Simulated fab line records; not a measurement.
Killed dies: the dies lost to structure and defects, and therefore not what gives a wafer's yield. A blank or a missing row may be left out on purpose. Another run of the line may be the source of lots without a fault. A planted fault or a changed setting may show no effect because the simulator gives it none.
Which tool was responsible? ; flow n5_finfet ; 10 lots, 29 wafers sampled, at 6 steps of a route of 1938

== WHAT EACH GAUGE READ, for each wafer ==
N5_BEOL_M0_INSPECT_127: inspects for defects (darkfield). Usual: 65 for raw_defect_count, sd 20.
lot;measured;on;raw_defect_count;flag
L704;day 6 05:01;defect_inspect-02;53 31 68;
L705;day 6 14:02;defect_inspect-02;91 67 90;
L707;day 7 00:01;defect_inspect-01;71 68 56;
L715;day 8 23:26;defect_inspect-02;45 94;
L717;day 9 07:40;defect_inspect-01;41 63 45;
L719;day 10 00:14;defect_inspect-02;81 43 45;
L722;day 10 17:22;defect_inspect-02;41 54 58;
L724;day 11 09:20;defect_inspect-02;33 59 67;
L725;day 11 12:40;defect_inspect-02;49 33 55;
L726;day 11 15:43;defect_inspect-01;112 78 67;

N5_BEOL_M1_OVL_MEAS_12. Usual: M1_OVL gives 0.2 nm (standard deviation 0.62).
lot;measured;on;M1_OVL (nm);flag
L704;day 6 07:32;overlay-01;0.2 0.2 0.3;
L705;day 6 14:51;overlay-01;0.3 0.3 -1.1;
L707;day 7 03:22;overlay-02;0.7 0.0 -0.1;
L715;day 9 00:47;overlay-01;0.2 -0.2;
L717;day 9 09:18;overlay-02;-0.8 0.1 0.2;
L719;day 10 02:28;overlay-01;1.4 0.9 1.4;
L722;day 10 18:19;overlay-01;0.0 -0.4 -0.2;
L724;day 11 10:26;overlay-01;1.2 -0.4 0.1;
L725;day 11 13:49;overlay-01;0.1 0.4 0.6;
L726;day 11 17:58;overlay-01;0.4 0.5 0.0;

N5_BEOL_M1_CD_MEAS_18: pitch 36 nm, target cd 18 nm. Usual: 18.1 nm for cd_nm, sd 0.38.
lot;measured;on;cd_nm (nm);flag
L704;day 6 08:02;cd_sem-01;18.2 18.3 17.2;
L705;day 6 15:28;cd_sem-03;17.6 17.8 18.0;
L707;day 7 04:03;cd_sem-03;19.2 18.0 17.9;
L715;day 9 01:26;cd_sem-03;19.6 18.3;
L717;day 9 09:49;cd_sem-03;19.2 17.7 19.3;
L719;day 10 03:07;cd_sem-03;18.3 18.0 17.8;
L722;day 10 18:50;cd_sem-01;18.2 18.2 18.1;
L724;day 11 10:58;cd_sem-01;18.0 17.9 17.8;
L725;day 11 14:46;cd_sem-03;18.2 18.0 18.3;
L726;day 11 18:29;cd_sem-02;18.0 17.3 18.0;

N5_BEOL_M1_OVL_MEAS_29. Usual: V0_OVL gives 0.1 nm (standard deviation 0.54).
lot;measured;on;V0_OVL (nm);flag
L704;day 6 08:31;overlay-02;0.3 0.2 -0.3;
L705;day 6 15:56;overlay-02;-0.1 -0.1 -0.3;
L707;day 7 04:24;overlay-01;0.5 -0.4 -0.1;
L715;day 9 01:47;overlay-01;0.1 0.4;
L717;day 9 10:10;overlay-02;-0.1 0.8 -0.6;
L719;day 10 03:35;overlay-01;-0.2 1.0 -0.6;
L722;day 10 19:12;overlay-01;-0.2 -0.6 -0.7;
L724;day 11 11:19;overlay-01;0.7 1.3 0.1;
L725;day 11 15:07;overlay-01;0.6 0.2 0.0;
L726;day 11 18:57;overlay-01;-0.6 0.0 -0.4;

N5_BEOL_M4_RC_MEAS_101. Usual: DIBL_N 36.3 mV/V, standard deviation 1.9; DIBL_P 36.6 mV/V, standard deviation 2.4; IOFF_N 0.17 nA/um, standard deviation 0.037; IOFF_P 0.23 nA/um, standard deviation 0.04; ION_N 682 uA/um, standard deviation 14; ION_P 468 uA/um, standard deviation 8.6; SS_N 71.6 mV/dec, standard deviation 0.67; SS_P 73.4 mV/dec, standard deviation 0.71; VT_N 248 mV, standard deviation 3.3; VT_P -248.9 mV, standard deviation 2.9.
lot;measured;on;DIBL_N (mV/V);DIBL_P (mV/V);IOFF_N (nA/um);IOFF_P (nA/um);ION_N (uA/um);ION_P (uA/um);SS_N (mV/dec);SS_P (mV/dec);VT_N (mV);VT_P (mV);flag
L704;day 9 21:16;prober-02;36.9 39.7 34.5;37.1 39.7 34.6;0.17 0.26 0.13;0.23 0.29 0.19;666 687 652;460 468 454;72.4 72.9 70.9;73.1 74.1 72.6;251 242 254;-250.3 -244.7 -249.8;
L705;day 9 01:44;prober-02;38.4 35.0 38.3;39.9 36.2 40.1;0.23 0.15 0.21;0.31 0.23 0.29;712 681 688;486 475 474;71.0 71.3 72.5;73.5 73.2 74.1;242 248 246;-240.0 -247.9 -244.0;
L707;day 9 12:26;prober-02;37.2 40.0 35.0;39.3 41.9 36.7;0.16 0.24 0.14;0.22 0.29 0.19;669 693 680;467 473 472;71.4 72.5 70.8;74.1 74.5 73.9;252 244 253;-252.9 -247.4 -253.2;
L715;day 12 13:59;prober-02;37.4 35.4;36.6 35.2;0.16 0.13;0.20 0.19;685 676;459 466;71.6 71.3;72.4 72.6;248 251;-250.5 -250.7;
L717;day 13 05:45;prober-02;36.4 36.3 35.1;37.6 37.2 35.8;0.17 0.18 0.15;0.21 0.20 0.18;697 693 676;475 471 455;72.1 70.9 71.2;74.1 74.6 73.4;250 245 251;-250.9 -252.2 -253.6;
L719;day 13 07:41;prober-01;37.4 38.9 36.1;38.4 39.7 36.4;0.19 0.24 0.17;0.25 0.29 0.22;677 692 676;463 469 465;71.4 72.0 71.7;74.8 74.4 73.8;246 243 249;-245.6 -246.7 -247.4;
L722;day 15 16:10;prober-01;37.1 36.6 38.4;35.5 34.8 37.9;0.17 0.16 0.21;0.25 0.24 0.29;677 701 707;473 484 489;72.8 72.0 72.0;73.9 74.0 74.2;250 245 246;-244.3 -246.2 -245.7;
L724;day 15 20:26;prober-02;33.8 36.8 36.8;34.9 37.7 37.2;0.16 0.21 0.22;0.20 0.24 0.24;699 699 698;479 474 472;70.9 71.7 71.5;73.0 74.2 73.2;246 246 242;-250.3 -246.6 -250.8;
L725;day 15 18:07;prober-02;38.4 37.6 39.3;38.1 37.3 38.2;0.21 0.19 0.21;0.25 0.23 0.24;678 691 688;456 466 461;72.1 71.6 72.5;74.1 73.4 73.4;246 248 245;-249.8 -249.7 -248.9;
L726;day 16 15:31;prober-02;34.3 34.5 34.6;33.4 34.6 34.5;0.14 0.14 0.14;0.17 0.18 0.18;669 678 672;459 469 456;71.1 70.5 71.4;72.8 73.0 72.8;250 250 250;-252.5 -248.1 -248.1;

== EACH LOT AND THE TOOL THAT RAN IT (in order: tool; ch and the chambers of the sampled wafers; start) ==
lot;N5_BEOL_M1_ETCH_64
L704;rie_diel-06 ch 0,1,2, day 6 07:41
L705;rie_diel-06 ch 0,1,3, day 6 15:01
L707;rie_diel-06 ch 0,1,2, day 7 03:37
L715;rie_diel-06 ch 0,1, day 9 00:57
L717;rie_diel-06 ch 0,2, day 9 09:28
L719;rie_diel-01 ch 1,2,3, day 10 02:39
L722;rie_diel-05 ch 0,1,3, day 10 18:29
L724;rie_diel-01 ch 0,1, day 11 10:37
L725;rie_diel-01 ch 1,2, day 11 14:22
L726;rie_diel-01 ch 0,1, day 11 18:08
- N5_BEOL_M1_ETCH_64: etches SOC in N2/H2, target depth 75 nm, overetch 15 nm, time 112.5 s.

== AS READ BY THE TOOLS THEMSELVES (means over the sampled wafers that have a number; for cases with no such wafer, the mark the record gives instead) ==
N5_BEOL_M1_ETCH_64. Usual: drypump_motor_current_A 5.6 A, standard deviation 0.37; oes_product_au 0.63 a.u., standard deviation 0.068; rf_vpp_V 523.7 V, standard deviation 2.7; showerhead_plenum_p_Torr 2.54 Torr, standard deviation 0.1; temp_c 40.00 C, standard deviation 0.11; throttle_valve_pct 17.8 %, standard deviation 0.34.
lot;tool;drypump_motor_current_A (A);oes_product_au (a.u.);rf_vpp_V (V);showerhead_plenum_p_Torr (Torr);temp_c (C);throttle_valve_pct (%);flag
L704;rie_diel-06;5.6;0.65;521.7;2.49;39.90;17.9;
L705;rie_diel-06;5.7;0.65;522.4;2.48;40.04;17.6;
L707;rie_diel-06;5.6;0.64;522.8;2.49;39.88;17.9;
L715;rie_diel-06;5.3;0.65;522.9;2.51;40.03;17.8;
L717;rie_diel-06;5.5;0.59;523.3;2.50;40.12;18.0;
L719;rie_diel-01;5.6;0.61;526.1;2.63;39.99;18.1;
L722;rie_diel-05;5.4;0.62;524.2;2.55;40.00;17.9;
L724;rie_diel-01;5.3;0.76;525.0;2.58;39.99;17.3;
L725;rie_diel-01;5.6;0.66;524.8;2.57;39.98;17.8;
L726;rie_diel-01;5.3;0.74;525.1;2.58;39.97;17.3;

== THE ANSWER, worked out from the rows above alone ==
Rule: take the mean of a lot's wafers that have a number; if it is more than 3 standard deviations from the usual mean, the lot is off. Also off: a lot with no number at a reading for which 4 or more lots have one. Where the step has rows for the other lots, those lots are counted as sound. The gauges are gone through in route order, then the tools' own readings, and for those a lot's mean is taken as printed above. At the first step where some lot is off, the reading lying furthest off is the one used; lots without a number count as furthest.
None of the lots is off at any reading shown; this tells nothing.

== WHAT WAS PUT IN BY THE SIMULATOR ==
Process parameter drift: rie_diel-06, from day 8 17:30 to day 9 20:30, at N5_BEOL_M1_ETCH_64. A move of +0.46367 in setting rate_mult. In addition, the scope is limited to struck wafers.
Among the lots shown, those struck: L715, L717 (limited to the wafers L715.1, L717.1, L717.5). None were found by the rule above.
